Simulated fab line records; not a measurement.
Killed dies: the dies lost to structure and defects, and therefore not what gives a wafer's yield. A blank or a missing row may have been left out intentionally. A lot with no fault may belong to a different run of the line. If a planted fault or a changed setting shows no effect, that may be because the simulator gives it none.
What tool caused it? -- flow n5-finfet -- 30 wafers sampled from 10 lots at 1 step of a route of 1938

## WHAT THE GAUGES SHOWED, per wafer
N5_BEOL_M10_INSPECT_13: inspects for defects (brightfield).
lot,measured,on,raw-defect-count
L412,day 10 20:44,defect-inspect-01,404 354 372
L411,day 10 20:48,defect-inspect-01,379 471 506
L413,day 11 03:36,defect-inspect-02,500 581 364
L419,day 12 22:47,defect-inspect-01,388 453 344
L421,day 13 02:51,defect-inspect-01,296 363 383
L425,day 14 14:19,defect-inspect-02,344 474 427
L429,day 14 18:40,defect-inspect-02,457 551 534
L432,day 15 19:20,defect-inspect-02,328 407 525
L433,day 16 20:07,defect-inspect-01,499 426 475
L434,day 18 03:34,defect-inspect-02,415 579 404

## WHAT TOOL EACH LOT RAN ON (gives the tool, then ch and the chambers of the sampled wafers, and finally the start)
The record shows no process step preceding these readings.

## WHAT THE TOOLS THEMSELVES READ (means of the sampled wafers that have a number; where no wafer has one, the mark that the record gives instead)
The record holds no such reading with a usual standard deviation.

## THE ANSWER, worked out from the rows above alone
Rule: the usual values come from the lots themselves. Put in order of their means at a reading, lots are off if they are a third of the lots or fewer, leave a main group of 4 or more, and stand apart from it by a gap of 3 or more times the standard deviation of the main group's means; of several such gaps the widest counts. Not used: any main group whose means are identical at the precision the tables above print for the reading. A lot without any number at a reading at which 4 lots or more have one is off too. All remaining lots with rows at the step are treated as sound. After the gauges, taken in route order, come the tools' own readings; for these a lot's mean is taken, as printed above. The first step at which some lot is off is used, and at that step the reading that is off furthest; a lot without a number counts as furthest.
Across all readings shown, no lot is off: no conclusion can be drawn from this.

## WHAT THE SIMULATOR PUT IN
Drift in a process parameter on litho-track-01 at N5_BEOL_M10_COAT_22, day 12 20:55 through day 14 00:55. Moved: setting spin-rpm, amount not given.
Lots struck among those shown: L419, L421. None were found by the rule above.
